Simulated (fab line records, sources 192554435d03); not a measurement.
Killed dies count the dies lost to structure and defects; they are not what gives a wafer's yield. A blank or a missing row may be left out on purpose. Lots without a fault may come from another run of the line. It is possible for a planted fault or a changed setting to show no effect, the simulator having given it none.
Chamber matching / flow n5Finfet / N5_BEOL_M6_ALD_77 on aldMetal-04 has 4 sister chambers
The step deposits TaN, target thk 2 nm, pulse time 2 s, purge time 3 s. 4 wafers are shown with their chamber, then 8 later ones without.

## WAFERS, EACH WITH ITS CHAMBER
wafer=L087.2; chamber=0; heaterPowerW (W)=421
wafer=L087.4; chamber=2; heaterPowerW (W)=396
wafer=L087.6; chamber=1; heaterPowerW (W)=450
wafer=L092.1; chamber=3; heaterPowerW (W)=455

## WAFERS WITH NO CHAMBER GIVEN
wafer=L092.2; heaterPowerW (W)=451
wafer=L092.5; heaterPowerW (W)=402
wafer=L093.1; heaterPowerW (W)=458
wafer=L093.4; heaterPowerW (W)=414
wafer=L093.5; heaterPowerW (W)=420
wafer=L089.1; heaterPowerW (W)=451
wafer=L089.2; heaterPowerW (W)=459
wafer=L089.3; heaterPowerW (W)=409

## WHICH CHAMBER EACH WENT THROUGH
wafer=L092.2; from the rows above=can't be placed: 1 or 3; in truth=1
wafer=L092.5; from the rows above=2; in truth=2
wafer=L093.1; from the rows above=can't be placed: 3 or 1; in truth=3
wafer=L093.4; from the rows above=can't be placed: 0 or 2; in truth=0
wafer=L093.5; from the rows above=0; in truth=0
wafer=L089.1; from the rows above=can't be placed: 1 or 3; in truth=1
wafer=L089.2; from the rows above=can't be placed: 3 or 1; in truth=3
wafer=L089.3; from the rows above=can't be placed: 0 or 2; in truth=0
Placed correctly: 2 of 8. These rows do not allow placing 6 (true chamber among the candidates in 6). Placed wrongly: 0.
How it was worked out, from the rows above alone: a wafer's distance from a chamber is the root of the sum, over the readings, of the square of ((its reading less the chamber's mean) divided by the reading's scatter). If the next closest chamber is less than 2 further off than the closest, the wafer can't be placed; otherwise it belongs to the closest. A chamber's mean is the mean of its shown wafers. The scatter: root of mean squared gap, hidden wafer to nearest shown wafer, with one shown wafer a chamber.
